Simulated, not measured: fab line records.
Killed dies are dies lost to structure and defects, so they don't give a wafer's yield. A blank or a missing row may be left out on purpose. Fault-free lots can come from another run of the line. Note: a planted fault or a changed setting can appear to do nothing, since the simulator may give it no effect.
Lot-split experiment / flow n5-finfet / 7 lots, 21 wafers read, on a route of 1938 steps

## THE SPLIT
At N5_BEOL_M4_ETCH_64 (etches SOC in N2/H2, target depth 75 nm, overetch 22.5 nm, time 121.9 s), the setting bias-w was moved away from the recipe's 150 W on 8 of the 21 wafers read, by -15.1% to +6.1%. The other wafers ran this setting at the recipe's value.

Reading taken at the split's own step.

## THE READING
rf-vpp-V, in V, at N5_BEOL_M4_ETCH_64 (etches SOC in N2/H2, target depth 75 nm, overetch 22.5 nm, time 121.9 s). Typical for fault-free wafers on this fab line: 523.5 V, with standard deviation 2.6 V.

wafer=L076.1; tool, chamber at the split=rie-diel-04, 0; bias-w as run, W=150; against the recipe=recipe; rf-vpp-V, V=521.3; against lot-mates on the recipe=-
wafer=L076.5; tool, chamber at the split=rie-diel-04, 3; bias-w as run, W=150; against the recipe=recipe; rf-vpp-V, V=521.3; against lot-mates on the recipe=-
wafer=L076.6; tool, chamber at the split=rie-diel-04, 0; bias-w as run, W=159.2; against the recipe=+6.1%; rf-vpp-V, V=542.0; against lot-mates on the recipe=+20.7
wafer=L078.2; tool, chamber at the split=rie-diel-04, 0; bias-w as run, W=131.2; against the recipe=-12.5%; rf-vpp-V, V=479.4; against lot-mates on the recipe=no lot-mate on the recipe
wafer=L078.3; tool, chamber at the split=rie-diel-04, 1; bias-w as run, W=131.2; against the recipe=-12.5%; rf-vpp-V, V=482.6; against lot-mates on the recipe=no lot-mate on the recipe
wafer=L078.5; tool, chamber at the split=rie-diel-04, 0; bias-w as run, W=131.2; against the recipe=-12.5%; rf-vpp-V, V=477.9; against lot-mates on the recipe=no lot-mate on the recipe
wafer=L087.1; tool, chamber at the split=rie-diel-02, 2; bias-w as run, W=157.4; against the recipe=+4.9%; rf-vpp-V, V=542.9; against lot-mates on the recipe=+17.8
wafer=L087.5; tool, chamber at the split=rie-diel-02, 3; bias-w as run, W=157.4; against the recipe=+4.9%; rf-vpp-V, V=540.5; against lot-mates on the recipe=+15.4
wafer=L087.6; tool, chamber at the split=rie-diel-02, 2; bias-w as run, W=150; against the recipe=recipe; rf-vpp-V, V=525.1; against lot-mates on the recipe=-
wafer=L088.1; tool, chamber at the split=rie-diel-02, 1; bias-w as run, W=127.3; against the recipe=-15.1%; rf-vpp-V, V=473.8; against lot-mates on the recipe=-48.0
wafer=L088.3; tool, chamber at the split=rie-diel-02, 0; bias-w as run, W=150; against the recipe=recipe; rf-vpp-V, V=519.3; against lot-mates on the recipe=-
wafer=L088.6; tool, chamber at the split=rie-diel-02, 3; bias-w as run, W=150; against the recipe=recipe; rf-vpp-V, V=524.3; against lot-mates on the recipe=-
wafer=L089.4; tool, chamber at the split=rie-diel-04, 3; bias-w as run, W=150; against the recipe=recipe; rf-vpp-V, V=520.8; against lot-mates on the recipe=-
wafer=L089.5; tool, chamber at the split=rie-diel-04, 1; bias-w as run, W=150; against the recipe=recipe; rf-vpp-V, V=525.6; against lot-mates on the recipe=-
wafer=L089.6; tool, chamber at the split=rie-diel-04, 0; bias-w as run, W=141.7; against the recipe=-5.5%; rf-vpp-V, V=502.8; against lot-mates on the recipe=-20.4
wafer=L091.1; tool, chamber at the split=rie-diel-04, 0; bias-w as run, W=150; against the recipe=recipe; rf-vpp-V, V=521.0; against lot-mates on the recipe=-
wafer=L091.4; tool, chamber at the split=rie-diel-04, 2; bias-w as run, W=150; against the recipe=recipe; rf-vpp-V, V=523.6; against lot-mates on the recipe=-
wafer=L091.6; tool, chamber at the split=rie-diel-04, 3; bias-w as run, W=150; against the recipe=recipe; rf-vpp-V, V=521.4; against lot-mates on the recipe=-
wafer=L094.2; tool, chamber at the split=rie-diel-04, 0; bias-w as run, W=150; against the recipe=recipe; rf-vpp-V, V=519.4; against lot-mates on the recipe=-
wafer=L094.5; tool, chamber at the split=rie-diel-04, 2; bias-w as run, W=150; against the recipe=recipe; rf-vpp-V, V=521.9; against lot-mates on the recipe=-
wafer=L094.6; tool, chamber at the split=rie-diel-04, 3; bias-w as run, W=150; against the recipe=recipe; rf-vpp-V, V=519.9; against lot-mates on the recipe=-

THE FIT
A straight line over all 21 wafers: rf-vpp-V changes by +3.36 V for each +1% of bias-w; r = +0.99; the points scatter about the line by 2.2 V.
The same after taking each lot's own level away (the mean of its wafers on the recipe; 18 wafers): +3.27 V for each +1%; r = +0.99; scatter 1.6 V.
According to that fit, moving bias-w by its largest amount changes the reading by 49 V.
The span of the lots' own levels, 520.40 to 525.10 V, comes to 1.8 times the standard deviation stated above.
The two slopes agree, so the slope changes little with the lot-to-lot level.
Check: for one of the wafers moved furthest among these (-15.1%), held out of the fit, the line's prediction against its lot-mates is -52.6 V. It came out at -48 V against them.
Tool readings at the split's step, against how far the setting was moved: rf-vpp-V r = +0.99.

## THE WHOLE CHAIN: every reading that the file lists as answering this split, in the file's order
step=N5_BEOL_M4_ETCH_64; what it does=etches SOC in N2/H2, target depth 75 nm, overetch 22.5 nm, time 121.9 s; reading=rf-vpp-V; change (the file's fit)=+3.26 V for each +1% of the setting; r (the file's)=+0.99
step=N5_BEOL_M4_ETCH_64; what it does=etches SOC in N2/H2, target depth 75 nm, overetch 22.5 nm, time 121.9 s; reading=SiARC_of_BEOL_M4_COAT_62.thk-nm (the simulator's own value, which no gauge read); change (the file's fit)=-0.0771 nm for each +1% of the setting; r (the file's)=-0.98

## FILE'S OWN FIT
rf-vpp-V changes by +3.26 V for each +1% of bias-w, r = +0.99.
